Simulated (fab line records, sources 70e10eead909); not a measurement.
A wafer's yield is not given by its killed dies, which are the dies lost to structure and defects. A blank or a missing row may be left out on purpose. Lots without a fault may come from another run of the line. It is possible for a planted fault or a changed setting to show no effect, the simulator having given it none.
What tool caused it?    flow nand_harc    6 lots, 18 wafers sampled, at 4 steps of a route of 1302

## WHAT EACH GAUGE READ, for each wafer
NHARC_END_SORT_01.
lot   measured      on         defect_limited_yield (%)
L212  day 28 20:40  prober-02  93.5 82.0 93.2

## EACH LOT AND THE TOOL THAT RAN IT (in order: tool; ch and the chambers of the sampled wafers; start)
lot   NHARC_A_M1_PVD_21             NHARC_THIN_TSV_ETCH_44              NHARC_THIN_TSV_PRE_CLEAN_54
L204  pvd_sputter-01, day 24 01:01  rie_diel-08 ch 0,3, day 24 18:12    pvd_sputter-03, day 24 23:02
L208  pvd_sputter-03, day 26 02:55  rie_diel-09 ch 0,1,2, day 26 23:59  pvd_sputter-02, day 27 04:37
L211  pvd_sputter-02, day 26 22:53  rie_diel-08 ch 0,1,3, day 27 17:45  pvd_sputter-01, day 27 22:19
L212  pvd_sputter-01, day 27 09:17  rie_diel-08 ch 2,3, day 28 02:37    pvd_sputter-02, day 28 07:13
L218  pvd_sputter-02, day 30 05:28  rie_diel-09 ch 0,2,3, day 31 00:05  pvd_sputter-02, day 31 04:38
L222  pvd_sputter-03, day 33 01:08  rie_diel-09 ch 0,2, day 33 19:26    pvd_sputter-02, day 34 00:22
- NHARC_A_M1_PVD_21: deposits Cu, target thk 30 nm, time 20.49 s.
- NHARC_THIN_TSV_ETCH_44: etches the open film in CF4/O2, target depth 1594.2 nm, time 797.1 s.
- NHARC_THIN_TSV_PRE_CLEAN_54: time 30 s.

## THE ANSWER, worked out from the rows above alone
Rule: usual is defined by the lots themselves. Put in order of their means at a reading, lots are off if they are a third of the lots or fewer, leave a main group of 4 or more, and stand apart from it by a gap of 3 or more times the standard deviation of the main group's means; of several such gaps the widest counts. If all means in a main group match to the digits the tables above print for the reading, that group is not used. A lot without any number at a reading at which 4 lots or more have one is off too. All remaining lots with rows at the step are treated as sound.
No lot is off on any of the readings shown, so nothing can be concluded from this.

## WHAT THE SIMULATOR HAD INSERTED
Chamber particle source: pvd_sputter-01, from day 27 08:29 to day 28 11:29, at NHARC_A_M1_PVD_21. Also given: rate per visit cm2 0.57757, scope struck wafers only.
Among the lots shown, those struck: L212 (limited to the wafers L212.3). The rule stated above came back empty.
